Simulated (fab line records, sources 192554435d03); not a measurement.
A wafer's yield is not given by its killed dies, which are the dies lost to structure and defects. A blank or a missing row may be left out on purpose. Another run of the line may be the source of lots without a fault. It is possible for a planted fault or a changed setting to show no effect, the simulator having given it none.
fab line records ; flow n5_finfet
record: lots: 6; wafers: 18; last_day: 17
route steps=1938 shown DUMMY_GATE@255 SPACER0@258 SD_EPI_N@262
lots that met no fault: taken from a fault-free run of the same line
start_h: start of the lot's first displayed wafer, in hours after the record's first day ; wait_h: how many hours have passed since the lot's step before this one ; " as in the row above ; L1.1+2: a row that stands for several wafers ; - value missing, or start not given ; * or withheld: withheld ; < > ~ a bound
route shown NAME@n: names a module that has steps shown in the file, with the first one's number in the route ; usual: the fault-free wafers' mean and standard deviation ; same: alike in all rows ; chamber/n: place in a boat ; sites: each site's reading ; _std_site: the values' standard deviation ; _edge_site: mean of outer sites minus mean of inner sites ; radius_mm: how far each site lies from the wafer's centre ; mask NAME#n: copy n ; behind: the most recent tool/chamber to have shaped the wafer ; hold: why the lot went on hold/how many hours it stayed there/how the hold came to an end ; device: whichever transistor did not switch (one of n, p or np) ; end of line: at the end of the route, the tests of the same wafers ; for a step that has no rows: nothing shown but its recipe ; killed: count of dies lost to structure and defects at first sort (not the wafer's yield) ; map: per-die view of a wafer (x killed, . not killed, _ where there is no die)
set.NAME: the setting as run; set.NAME@STEP: as run at that earlier step ; model.NAME: the simulator's own value behind a step, which no gauge read
lots seen at some steps along the route; tables by step, rows by wafer
services: from which hour (start_h, from the record's first day; less than 0 if before it) a tool's chamber was out of use, for how many hours, and why
== steps ==
step: N5_DUMMY_GATE_SRD_26
recipe: dry: ipa_marangoni; time_s: 30; temp_c: 23; rinse_liquid: diw
step: N5_DUMMY_GATE_UV_OZONE_45
recipe: time_s: 120; pressure_torr: 760; temp_c: 25
step: N5_DUMMY_GATE_INSPECT_27
recipe: inspect_instrument: brightfield; mode: aei
usual: raw_defect_count: 297/69
lot.wafer;tool;chamber;start_h;wait_h;raw_defect_count
L963.3;defect_inspect-02;-;47.69;0.0;289
L963.4;defect_inspect-02;-;47.69;0.0;453
L963.6;defect_inspect-02;-;47.69;0.0;404
L971.3;defect_inspect-01;-;96.43;0.0;364
L971.4;defect_inspect-01;-;96.43;0.0;316
L971.5;defect_inspect-01;-;96.43;0.0;228
L980.2;defect_inspect-02;-;147.96;0.0;411
L980.3;defect_inspect-02;-;147.96;0.0;287
L980.6;defect_inspect-02;-;147.96;0.0;314
L981.1;defect_inspect-01;-;158.35;0.0;385
L981.3;defect_inspect-01;-;158.35;0.0;263
L981.5;defect_inspect-01;-;158.35;0.0;326
L982.2;defect_inspect-01;-;164.15;0.0;263
L982.3;defect_inspect-01;-;164.15;0.0;297
L982.5;defect_inspect-01;-;164.15;0.0;333
L984.1;defect_inspect-01;-;175.29;0.0;347
L984.2;defect_inspect-01;-;175.29;0.0;461
L984.4;defect_inspect-01;-;175.29;0.0;223
step: N5_SPACER0_ALD_07
recipe: material: SiNx; target_thk_a: 20; temp_c: 400; ald_precursor_family: SiH2I2; ald_co_reactant: N2/H2-plasma; pressure_torr: 2
usual: heater_power_w: 852/110
lot.wafer;tool;chamber;start_h;wait_h;heater_power_w
L963.3;ald_sin-04;2;47.87;0.2;824
L963.4;ald_sin-04;0;47.87;0.2;811
L963.6;ald_sin-04;3;47.87;0.2;782
L971.3;ald_sin-04;1;96.46;0.0;883
L971.4;ald_sin-04;1;96.46;0.0;864
L971.5;ald_sin-04;0;96.46;0.0;809
L980.2;ald_sin-02;2;148.62;0.7;886
L980.3;ald_sin-02;0;148.62;0.7;746
L980.6;ald_sin-02;3;148.62;0.7;703
L981.1;ald_sin-01;2;158.38;0.0;721
L981.3;ald_sin-01;3;158.38;0.0;1050
L981.5;ald_sin-01;1;158.38;0.0;931
L982.2;ald_sin-02;2;164.18;0.0;874
L982.3;ald_sin-02;0;164.18;0.0;739
L982.5;ald_sin-02;3;164.18;0.0;699
L984.1;ald_sin-02;3;175.33;0.0;692
L984.2;ald_sin-02;1;175.33;0.0;953
L984.4;ald_sin-02;2;175.33;0.0;843
step: N5_SPACER0_ALD_00
recipe: material: SiOCN; target_thk_a: 35; temp_c: 400; ald_precursor_family: alkyl-aminosilane; ald_co_reactant: O2/N2-plasma; pulse_time_s: 3; purge_time_s: 2; co_reactant_purge_time_s: 2; ald_cycles: 58; pressure_torr: 2
usual: heater_power_w: 851/110; precursor_pulse_height_rel: 1.000/0.019
lot.wafer;tool;chamber;start_h;wait_h;heater_power_w;precursor_pulse_height_rel
L963.3;ald_sin-04;2;48.02;0.1;833;0.984
L963.4;ald_sin-04;0;48.02;0.1;804;0.958
L963.6;ald_sin-04;3;48.02;0.1;817;1.010
L971.3;ald_sin-04;1;96.62;0.1;870;1.000
L971.4;ald_sin-04;1;96.62;0.1;867;0.987
L971.5;ald_sin-04;0;96.62;0.1;839;1.025
L980.2;ald_sin-02;2;148.77;0.1;839;1.002
L980.3;ald_sin-02;0;148.77;0.1;745;0.992
L980.6;ald_sin-02;3;148.77;0.1;713;1.011
L981.1;ald_sin-01;2;158.54;0.1;716;1.003
L981.3;ald_sin-01;3;158.54;0.1;1075;0.984
L981.5;ald_sin-01;1;158.54;0.1;917;1.026
L982.2;ald_sin-02;2;164.33;0.1;863;1.056
L982.3;ald_sin-02;0;164.33;0.1;751;0.990
L982.5;ald_sin-02;3;164.33;0.1;696;0.988
L984.1;ald_sin-02;3;175.48;0.1;709;0.988
L984.2;ald_sin-02;1;175.48;0.1;950;1.002
L984.4;ald_sin-02;2;175.48;0.1;872;0.986
step: N5_SPACER0_ALD_08
recipe: material: SiNx; target_thk_a: 20; temp_c: 400; ald_precursor_family: SiH2I2; ald_co_reactant: N2/H2-plasma; pressure_torr: 2
step: N5_SPACER0_INSPECT_04
recipe: inspect_instrument: darkfield; mode: post_dep
usual: raw_defect_count: 140/35
lot.wafer;tool;chamber;start_h;wait_h;raw_defect_count
L963.3;defect_inspect-02;-;48.44;0.1;128
L963.4;defect_inspect-02;-;48.44;0.1;233
L963.6;defect_inspect-02;-;48.44;0.1;206
L971.3;defect_inspect-01;-;97.03;0.1;140
L971.4;defect_inspect-01;-;97.03;0.1;162
L971.5;defect_inspect-01;-;97.03;0.1;108
L980.2;defect_inspect-01;-;149.19;0.1;208
L980.3;defect_inspect-01;-;149.19;0.1;135
L980.6;defect_inspect-01;-;149.19;0.1;125
L981.1;defect_inspect-01;-;158.95;0.1;136
L981.3;defect_inspect-01;-;158.95;0.1;132
L981.5;defect_inspect-01;-;158.95;0.1;138
L982.2;defect_inspect-02;-;164.75;0.1;105
L982.3;defect_inspect-02;-;164.75;0.1;114
L982.5;defect_inspect-02;-;164.75;0.1;140
L984.1;defect_inspect-02;-;175.90;0.1;164
L984.2;defect_inspect-02;-;175.90;0.1;179
L984.4;defect_inspect-02;-;175.90;0.1;92
step: N5_SD_EPI_N_COAT_32
recipe: resist: SOC; temp_c: 250; time_s: 60; spin_rpm: 1500; resist_thk_nm: 350
step: N5_SD_EPI_N_COAT_33
recipe: resist: SiARC; temp_c: 220; time_s: 60; spin_rpm: 1500; resist_thk_nm: 35
step: N5_SD_EPI_N_COAT_03
recipe: resist: CAR-ArF-block; spin_rpm: 1500; resist_thk_nm: 150
step: N5_SD_EPI_N_EBR_05
recipe: solvent: PGMEA; ebr_width_mm: 1.5
step: N5_SD_EPI_N_SOFTBAKE_04
recipe: temp_c: 110; time_s: 60; resist: CAR-ArF-block
step: N5_SD_EPI_N_EXPOSE_06
recipe: mask_id: SD_N_BLK; na: 1.35; source_shape: conventional; sigma_outer: 0.8; polarization: unpolarized; target_cd_nm: 120; dose_mj: 39.75
usual: exposure_dose_mJ_cm2: 39.74/0.037; reticle_temp_C: 22.99/0.097
lot.wafer;tool;chamber;start_h;wait_h;mask;exposure_dose_mJ_cm2;reticle_temp_C
L963.3;arfi_scanner-03;0;48.60;-;SD_N_BLK#0;39.70;22.96
L963.4;arfi_scanner-03;0;48.60;-;SD_N_BLK#0;39.71;22.97
L963.6;arfi_scanner-03;0;48.60;-;SD_N_BLK#0;39.70;22.92
L971.3;arfi_scanner-01;0;97.35;-;SD_N_BLK#0;39.74;22.96
L971.4;arfi_scanner-01;0;97.35;-;SD_N_BLK#0;39.82;23.14
L971.5;arfi_scanner-01;0;97.35;-;SD_N_BLK#0;39.71;22.93
L980.2;arfi_scanner-01;0;149.47;-;SD_N_BLK#0;43.59;22.87
L980.3;arfi_scanner-01;0;149.47;-;SD_N_BLK#0;43.58;22.97
L980.6;arfi_scanner-01;0;149.47;-;SD_N_BLK#0;43.53;22.86
L981.1;arfi_scanner-02;0;159.23;-;SD_N_BLK#0;39.81;22.98
L981.3;arfi_scanner-02;0;159.23;-;SD_N_BLK#0;39.80;22.90
L981.5;arfi_scanner-02;0;159.23;-;SD_N_BLK#0;39.75;22.90
L982.2;arfi_scanner-01;0;165.03;-;SD_N_BLK#0;42.80;22.97
L982.3;arfi_scanner-01;0;165.03;-;SD_N_BLK#0;42.86;22.93
L982.5;arfi_scanner-01;0;165.03;-;SD_N_BLK#0;42.77;23.03
L984.1;arfi_scanner-03;0;176.17;-;SD_N_BLK#0;39.73;22.65
L984.2;arfi_scanner-03;0;176.17;-;SD_N_BLK#0;39.70;22.83
L984.4;arfi_scanner-03;0;176.17;-;SD_N_BLK#0;39.73;22.70
step: N5_SD_EPI_N_PEB_07
recipe: peb_temp_c: 110; peb_time_s: 60; resist: CAR-ArF-block
step: N5_SD_EPI_N_DEVELOP_08
recipe: develop_time_s: 30; developer: TMAH; resist: CAR-ArF-block; dev_temp_c: 23; rinse_liquid: diw; dry: air_spin
step: N5_SD_EPI_N_CD_MEAS_09
recipe: target_cd_nm: 120; landing_energy_ev: 500; detector: se_inlens
usual: cd_nm: 120.2/0.85
same: landing_energy_ev: 500
lot.wafer;tool;chamber;start_h;wait_h;cd_nm
L963.3;cd_sem-01;0;48.71;-;118.6
L963.4;cd_sem-01;0;48.71;-;119.8
L963.6;cd_sem-01;0;48.71;-;119.9
L971.3;cd_sem-01;0;97.46;-;120.8
L971.4;cd_sem-01;0;97.46;-;120.6
L971.5;cd_sem-01;0;97.46;-;121.3
L980.2;cd_sem-01;0;149.59;-;127.2
L980.3;cd_sem-01;0;149.59;-;127.0
L980.6;cd_sem-01;0;149.59;-;127.9
L981.1;cd_sem-03;0;159.35;-;119.6
L981.3;cd_sem-03;0;159.35;-;120.0
L981.5;cd_sem-03;0;159.35;-;119.8
L982.2;cd_sem-02;0;165.15;-;125.3
L982.3;cd_sem-02;0;165.15;-;124.7
L982.5;cd_sem-02;0;165.15;-;123.9
L984.1;cd_sem-02;0;176.30;-;120.9
L984.2;cd_sem-02;0;176.30;-;121.0
L984.4;cd_sem-02;0;176.30;-;120.3
step: N5_SD_EPI_N_OVL_MEAS_10
recipe: points_per_wafer: 44
usual: SD_N_BLK_OVL: 0.4/0.76
lot.wafer;tool;chamber;start_h;wait_h;SD_N_BLK_OVL[nm]
L963.3;overlay-01;0;48.74;0.0;1.0
L963.4;overlay-01;0;48.74;0.0;1.2
L963.6;overlay-01;0;48.74;0.0;0.6
L971.3;overlay-01;0;97.49;0.0;0.4
L971.4;overlay-01;0;97.49;0.0;0.9
L971.5;overlay-01;0;97.49;0.0;1.3
L980.2;overlay-02;0;149.62;0.0;-0.1
L980.3;overlay-02;0;149.62;0.0;0.2
L980.6;overlay-02;0;149.62;0.0;0.4
L981.1;overlay-02;0;159.38;0.0;0.9
L981.3;overlay-02;0;159.38;0.0;0.8
L981.5;overlay-02;0;159.38;0.0;1.4
L982.2;overlay-02;0;165.18;0.0;0.6
L982.3;overlay-02;0;165.18;0.0;1.9
L982.5;overlay-02;0;165.18;0.0;1.1
L984.1;overlay-01;0;176.33;0.0;1.4
L984.2;overlay-01;0;176.33;0.0;1.3
L984.4;overlay-01;0;176.33;0.0;0.8
step: N5_SD_EPI_N_INSPECT_11
recipe: mode: adi; inspect_instrument: macro
usual: raw_defect_count: 2.1/1.3
lot.wafer;tool;chamber;start_h;wait_h;raw_defect_count
L963.3;defect_inspect-01;-;48.76;0.0;4
L963.4;defect_inspect-01;-;48.76;0.0;0
L963.6;defect_inspect-01;-;48.76;0.0;2
L971.3;defect_inspect-02;-;97.51;0.0;6
L971.4;defect_inspect-02;-;97.51;0.0;1
L971.5;defect_inspect-02;-;97.51;0.0;1
L980.2;defect_inspect-01;-;149.64;0.0;0
L980.3;defect_inspect-01;-;149.64;0.0;2
L980.6;defect_inspect-01;-;149.64;0.0;1
L981.1;defect_inspect-01;-;159.40;0.0;2
L981.3;defect_inspect-01;-;159.40;0.0;3
L981.5;defect_inspect-01;-;159.40;0.0;4
L982.2;defect_inspect-01;-;165.20;0.0;1
L982.3;defect_inspect-01;-;165.20;0.0;1
L982.5;defect_inspect-01;-;165.20;0.0;3
L984.1;defect_inspect-01;-;176.35;0.0;2
L984.2;defect_inspect-01;-;176.35;0.0;0
L984.4;defect_inspect-01;-;176.35;0.0;3
step: N5_SD_EPI_N_DESCUM_14
recipe: chemistry: O2; time_s: 7.9; source_power_w: 50; bias_power_w: 20; pressure_mtorr: 20; rf_frequency_hz: 2.712e+07; temp_c: 40; resist: CAR-ArF-block; o2_flow_sccm: 225
usual: drypump_motor_current_A: 6.0/0.45; oes_product_au: 0.76/0.081; rf_vpp_V: 243.1/1.3; showerhead_plenum_p_Torr: 2.08/0.065; throttle_valve_pct: 20.33/0.25
lot.wafer;tool;chamber;start_h;wait_h;drypump_motor_current_A;oes_product_au;rf_hours_counter_h;rf_vpp_V;showerhead_plenum_p_Torr;throttle_valve_pct;model.SD_EPI_N.cd_nm
L963.3;rie_diel-04;1;48.80;0.0;6.1;0.73;179;244.0;2.18;20.20;118.4
L963.4;rie_diel-04;0;48.80;0.0;6.6;0.73;171;245.8;2.19;20.23;119.8
L963.6;rie_diel-04;0;48.80;0.0;6.6;0.72;-;245.5;2.19;20.22;119.8
L971.3;rie_diel-05;0;97.89;0.4;5.9;0.69;213;241.2;1.99;20.34;120.8
L971.4;rie_diel-05;2;97.89;0.4;6.0;0.71;216;240.6;1.99;20.57;120.8
L971.5;rie_diel-05;1;97.89;0.4;5.0;0.73;-;242.7;2.08;20.12;121.2
L980.2;rie_diel-03;1;149.90;0.3;6.6;0.88;47;242.6;2.04;20.00;127.4
L980.3;rie_diel-03;0;149.90;0.3;5.4;0.73;177;243.8;2.09;20.49;127.4
L980.6;rie_diel-03;2;149.90;0.3;6.0;0.72;-;242.8;2.16;20.91;127.8
L981.1;rie_diel-03;2;159.44;0.0;6.0;0.72;214;244.3;2.16;20.92;119.4
L981.3;rie_diel-03;3;159.44;0.0;5.5;0.91;32;243.8;2.05;20.37;120
L981.5;rie_diel-03;3;159.44;0.0;5.5;0.91;-;241.0;2.05;20.33;120.6
L982.2;rie_diel-04;1;165.24;0.0;6.1;0.69;223;244.6;2.17;20.27;125.2
L982.3;rie_diel-04;3;165.24;0.0;6.1;0.81;112;242.2;2.02;20.14;124.8
L982.5;rie_diel-04;1;165.24;0.0;6.1;0.70;-;246.8;2.17;20.25;-
L984.1;rie_diel-04;2;176.81;0.5;6.3;0.70;213;243.0;2.05;20.56;120.8
L984.2;rie_diel-04;1;176.81;0.5;6.1;0.69;229;243.2;2.16;20.27;121
L984.4;rie_diel-04;3;176.81;0.5;6.1;0.80;-;242.0;2.01;20.16;120.4
step: N5_SD_EPI_N_ETCH_34
recipe: chemistry: CF4; target: SiARC; target_depth_a: 455; mask_material: CAR-ArF-block; time_s: 75.8; ion_energy_ev: 80; pressure_mtorr: 40; source_w: 545; bias_w: 36; Ar_flow_sccm: 100; cf4_flow_sccm: 100; ends: cleared
usual: drypump_motor_current_A: 6.0/0.44; etch_rf_on_time_s: 75.8/1.6; oes_product_au: 0.65/0.069; rf_vpp_V: 184.0/1.1; showerhead_plenum_p_Torr: 2.13/0.059; throttle_valve_pct: 15.57/0.24
lot.wafer;tool;chamber;start_h;wait_h;drypump_motor_current_A;etch_rf_on_time_s;oes_product_au;rf_hours_counter_h;rf_vpp_V;showerhead_plenum_p_Torr;throttle_valve_pct
L963.3;rie_diel-04;1;48.83;0.0;6.1;74.4;0.62;179;183.4;2.21;15.36
L963.4;rie_diel-04;0;48.83;0.0;6.5;80.1;0.61;171;184.5;2.22;15.38
L963.6;rie_diel-04;0;48.83;0.0;6.6;79.3;0.61;-;185.5;2.22;15.38
L971.3;rie_diel-05;0;97.93;0.0;5.9;77.0;0.60;213;182.4;2.03;15.50
L971.4;rie_diel-05;2;97.93;0.0;6.0;76.1;0.61;216;182.9;2.04;15.80
L971.5;rie_diel-05;1;97.93;0.0;5.0;77.1;0.63;-;183.6;2.14;15.44
L980.2;rie_diel-03;1;149.94;0.0;6.6;71.7;0.76;47;182.2;2.10;15.28
L980.3;rie_diel-03;0;149.94;0.0;5.4;75.9;0.62;177;186.2;2.14;15.69
L980.6;rie_diel-03;2;149.94;0.0;5.9;77.3;0.61;-;183.9;2.20;16.07
L981.1;rie_diel-03;2;159.47;0.0;5.9;77.6;0.61;214;184.9;2.20;16.07
L981.3;rie_diel-03;3;159.47;0.0;5.5;74.3;0.78;32;183.6;2.12;15.59
L981.5;rie_diel-03;3;159.47;0.0;5.5;74.5;0.77;-;183.3;2.12;15.60
L982.2;rie_diel-04;1;165.27;0.0;6.1;74.8;0.60;223;186.1;2.19;15.43
L982.3;rie_diel-04;3;165.27;0.0;6.0;76.4;0.68;112;185.3;2.07;15.36
L982.5;rie_diel-04;1;165.27;0.0;6.1;73.9;0.60;-;186.1;2.19;15.45
L984.1;rie_diel-04;2;176.85;0.0;6.4;76.5;0.60;213;183.9;2.11;15.92
L984.2;rie_diel-04;1;176.85;0.0;6.1;74.0;0.60;229;184.4;2.19;15.45
L984.4;rie_diel-04;3;176.85;0.0;6.0;76.5;0.67;-;184.7;2.07;15.36
step: N5_SD_EPI_N_ETCH_35
recipe: chemistry: N2/H2; target: SOC; overetch_a: 1080; mask_material: SiARC; temp_c: 40; ion_energy_ev: 100; source_w: 3000; bias_w: 133; pressure_mtorr: 20; time_s: 486; n2_flow_sccm: 200; h2_flow_sccm: 200
step: N5_SD_EPI_N_STRIP_36
recipe: chemistry: N2/H2; temp_c: 40; n2_flow_sccm: 200; h2_flow_sccm: 200; rf_frequency_hz: 6e+07
step: N5_SD_EPI_N_ETCHBACK_44
recipe: chemistry: CH3F/O2; mode: anisotropic_etchback; target: SiNx; target_depth_a: 145; stop_on: SiO2; over_etch_frac: 0.3; ion_energy_ev: 120; pressure_mtorr: 30; source_w: 395; bias_w: 73; Ar_flow_sccm: 150; CH3F_flow_sccm: 30; O2_flow_sccm: 20
step: N5_SD_EPI_N_ETCH_45
recipe: chemistry: CH3F/O2; target: SiOCN; target_depth_a: 60; mask_material: SOC; ion_energy_ev: 60; bias_w: 29; pressure_mtorr: 15; source_w: 410; Ar_flow_sccm: 150; CH3F_flow_sccm: 30; O2_flow_sccm: 20
usual: drypump_motor_current_A: 6.0/0.44; oes_product_au: 0.76/0.081; rf_vpp_V: 127.3/0.98; showerhead_plenum_p_Torr: 1.98/0.061; throttle_valve_pct: 23.22/0.27
lot.wafer;tool;chamber;start_h;wait_h;drypump_motor_current_A;oes_product_au;rf_hours_counter_h;rf_vpp_V;showerhead_plenum_p_Torr;throttle_valve_pct
L963.3;rie_diel-04;1;49.31;0.1;6.1;0.73;179;127.7;2.06;22.90
L963.4;rie_diel-04;0;49.31;0.1;6.5;0.71;171;127.4;2.07;22.96
L963.6;rie_diel-04;0;49.31;0.1;6.6;0.72;-;127.5;2.07;22.97
L971.3;rie_diel-05;0;98.41;0.1;5.9;0.70;213;127.2;1.88;23.03
L971.4;rie_diel-05;2;98.41;0.1;5.9;0.71;217;127.0;1.88;23.36
L971.5;rie_diel-05;1;98.41;0.1;5.0;0.73;-;127.2;1.99;23.06
L980.2;rie_diel-03;1;150.42;0.1;6.6;0.89;47;126.7;1.95;23.02
L980.3;rie_diel-03;0;150.42;0.1;5.3;0.73;177;128.0;1.99;23.35
L980.6;rie_diel-03;2;150.42;0.1;6.0;0.72;-;128.7;2.06;23.88
L981.1;rie_diel-03;2;159.95;0.1;6.0;0.72;215;127.5;2.06;23.87
L981.3;rie_diel-03;3;159.95;0.1;5.5;0.91;33;127.8;1.97;23.41
L981.5;rie_diel-03;3;159.95;0.1;5.5;0.91;-;126.5;1.97;23.42
L982.2;rie_diel-04;1;165.75;0.1;6.1;0.70;223;127.2;2.05;22.97
L982.3;rie_diel-04;3;165.75;0.1;6.1;0.80;113;126.4;1.93;23.10
L982.5;rie_diel-04;1;165.75;0.1;6.1;0.70;-;128.4;2.05;22.94
L984.1;rie_diel-04;2;177.33;0.1;6.4;0.70;213;126.9;1.96;23.50
L984.2;rie_diel-04;1;177.33;0.1;6.0;0.69;229;127.5;2.05;22.97
L984.4;rie_diel-04;3;177.33;0.1;6.1;0.80;-;125.5;1.93;23.10
step: N5_SD_EPI_N_ETCH_16
recipe: chemistry: CHF3/O2; target: SiO2; target_depth_a: 50; mask_material: SOC; pressure_mtorr: 30; source_w: 650; bias_w: 170; Ar_flow_sccm: 200; CHF3_flow_sccm: 50; O2_flow_sccm: 5; ion_energy_ev: 200
step: N5_SD_EPI_N_STRIP_47
recipe: chemistry: CHF3/O2; resist: SiARC; rf_frequency_hz: 6e+07
step: N5_SD_EPI_N_SD_RECESS_17
recipe: chemistry: HBr/Cl2/O2; target_depth_a: 410; mask_material: SOC; time_s: 23.7; bt_time_s: 3; pressure_mtorr: 10; icp_w: 800; bias_w: 112; HBr_flow_sccm: 150; Cl2_flow_sccm: 80; O2_flow_sccm: 12
usual: drypump_motor_current_A: 5.8/0.49; oes_product_au: 1.001/0.015; throttle_valve_pct: 37.10/0.29
lot.wafer;tool;chamber;start_h;wait_h;drypump_motor_current_A;oes_product_au;rf_hours_counter_h;throttle_valve_pct;model.SD_EPI_N.cd_nm
L963.3;rie_si-05;3;49.48;0.0;5.2;1.005;5;37.03;118.2
L963.4;rie_si-05;0;49.48;0.0;6.4;1.004;110;37.11;119
L963.6;rie_si-05;0;49.48;0.0;6.4;0.996;-;37.10;119
L971.3;rie_si-06;0;98.58;0.0;5.2;1.003;168;37.22;121.8
L971.4;rie_si-06;2;98.58;0.0;5.5;0.994;32;37.39;120.4
L971.5;rie_si-06;3;98.58;0.0;6.1;0.987;-;37.31;121.4
L980.2;rie_si-05;2;150.59;0.0;6.4;0.985;94;37.06;127.2
L980.3;rie_si-05;3;150.59;0.0;5.2;1.002;7;37.02;126.6
L980.6;rie_si-05;2;150.59;0.0;6.4;0.991;-;37.05;128.2
L981.1;rie_si-01;3;160.12;0.0;5.8;0.986;2;37.27;120
L981.3;rie_si-01;1;160.12;0.0;5.8;0.993;68;36.16;119.4
L981.5;rie_si-01;0;160.12;0.0;6.1;0.991;-;37.42;120.4
L982.2;rie_si-05;0;165.94;0.0;6.4;1.003;112;37.11;126.2
L982.3;rie_si-05;1;165.94;0.0;5.0;1.012;60;37.02;124.4
L982.5;rie_si-05;1;165.94;0.0;5.0;1.009;-;37.04;124.2
L984.1;rie_si-01;1;177.50;0.0;5.8;1.001;68;36.15;121.6
L984.2;rie_si-01;2;177.50;0.0;6.5;1.008;26;37.03;121.8
L984.4;rie_si-01;3;177.50;0.0;5.8;1.006;3;37.27;120.6
step: N5_SD_EPI_N_STRIP_38
recipe: chemistry: N2/H2; power_w: 1000; temp_c: 250; h2_frac: 0.65; overash_fraction: 0.3; pressure_mtorr: withheld; n2_flow_sccm: 1750; h2_flow_sccm: 3250
usual: drypump_motor_current_A: 5.7/0.59; h2_flow_sccm: 3253/8.6; heater_power_w: 318/30; oes_product_au: 0.759/0.011
lot.wafer;tool;chamber;start_h;wait_h;drypump_motor_current_A;h2_flow_sccm;heater_power_w;oes_product_au;rf_hours_counter_h
L963.3;plasma_asher-02;1;49.60;0.1;5.2;3247;312;0.769;-
L963.4;plasma_asher-02;0;49.60;0.1;6.7;3243;336;0.760;-
L963.6;plasma_asher-02;0;49.60;0.1;6.7;3251;336;0.783;-
L971.3;plasma_asher-01;0;98.69;0.1;5.3;3243;283;0.741;-
L971.4;plasma_asher-01;1;98.69;0.1;5.8;3246;359;0.802;-
L971.5;plasma_asher-01;0;98.69;0.1;5.2;3253;279;0.758;-
L980.2;plasma_asher-01;0;150.68;0.1;5.3;3256;291;0.749;48
L980.3;plasma_asher-01;0;150.68;0.1;5.3;3255;267;0.766;-
L980.6;plasma_asher-01;1;150.68;0.1;5.7;3255;353;0.761;-
L981.1;plasma_asher-01;0;160.22;0.1;5.2;3262;273;0.747;50
L981.3;plasma_asher-01;0;160.22;0.1;5.2;3254;271;0.742;-
L981.5;plasma_asher-01;1;160.22;0.1;5.7;3238;362;0.760;-
L982.2;plasma_asher-02;0;166.03;0.1;6.7;3246;326;0.748;103
L982.3;plasma_asher-02;1;166.03;0.1;5.2;3249;306;0.765;-
L982.5;plasma_asher-02;1;166.03;0.1;5.2;3252;312;0.760;-
L984.1;plasma_asher-02;1;177.59;0.1;5.2;3258;300;0.755;107
L984.2;plasma_asher-02;0;177.59;0.1;6.7;3250;317;0.742;107
L984.4;plasma_asher-02;0;177.59;0.1;6.7;3244;332;0.772;-
== services ==
tool;chamber;start_h;hours;kind
arfi_scanner-03;-;31.90;1.0;pm
arfi_scanner-01;-;36.57;1.3;pm
rie_diel-05;0;37.87;5.3;repair
plasma_asher-01;-;40.87;2.2;repair
ald_sin-04;1;44.29;13.1;repair
ald_sin-02;0;52.12;9.3;repair
plasma_asher-01;-;56.11;12.3;repair
plasma_asher-02;-;78.45;1.9;repair
arfi_scanner-01;-;79.49;1.0;pm
ald_sin-04;-;80.53;2.8;pm
arfi_scanner-01;-;81.32;1.0;pm
arfi_scanner-01;-;83.15;0.2;repair
rie_diel-03;-;95.44;6.3;repair
arfi_scanner-01;-;102.31;17.3;pm
rie_diel-04;1;111.29;4.4;repair
arfi_scanner-01;-;119.64;0.8;pm
rie_si-05;-;127.91;2.8;pm
rie_diel-04;0;137.60;42.6;repair
ald_sin-04;-;147.83;1.5;repair
arfi_scanner-01;-;156.46;1.2;repair
arfi_scanner-01;-;162.07;1.3;pm
arfi_scanner-01;-;167.13;3.1;pm
rie_diel-05;-;172.74;15.6;pm
ald_sin-02;-;176.75;14.0;pm
== key ==
first_sign: step: N5_SD_EPI_N_EXPOSE_06; reading: exposure_dose_mJ_cm2; direction: up; sigmas: 94; usual: 39.74; struck: 43.19
effect: step: N5_SD_EPI_N_CD_MEAS_09; reading: cd_nm; direction: up; sigmas: 6.8; usual: 120.2; struck: 126.0; through: control_loop
model_effect: step: N5_SD_EPI_N_DESCUM_14; value: SD_EPI_N.cd_nm; without: 120.8; struck: 126.5
model_effect: step: N5_SD_EPI_N_SD_RECESS_17; value: SD_EPI_N.cd_nm; without: 120.5; struck: 126.1
met_at N5_SD_EPI_N_EXPOSE_06
struck_wafers L980.2,L980.3,L980.6,L982.2,L982.3,L982.5
tester_left_out L980,L982
loop_trim: step: N5_SD_EPI_N_EXPOSE_06; setting: dose; lots: L982
onset_between 97.35 149.47
fault: kind: process_parameter_drift; tool: arfi_scanner-01; chamber: -; onset_h: 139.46; steps: N5_SD_EPI_N_EXPOSE_06; channel: dose_mj; offset: 3.8277; shape: step; acts_in: these_recipes_only; stated: 39.75
tester_left_out: of these lots the tester's yield and bins aren't shown, on N5 and GAA mostly nor the transistor test; their killed dies are dies lost to structure and defects alone, not to doping, threshold or leakage, so they don't give the yield
loop_trim: a control loop set the setting to another value than it would have without faults
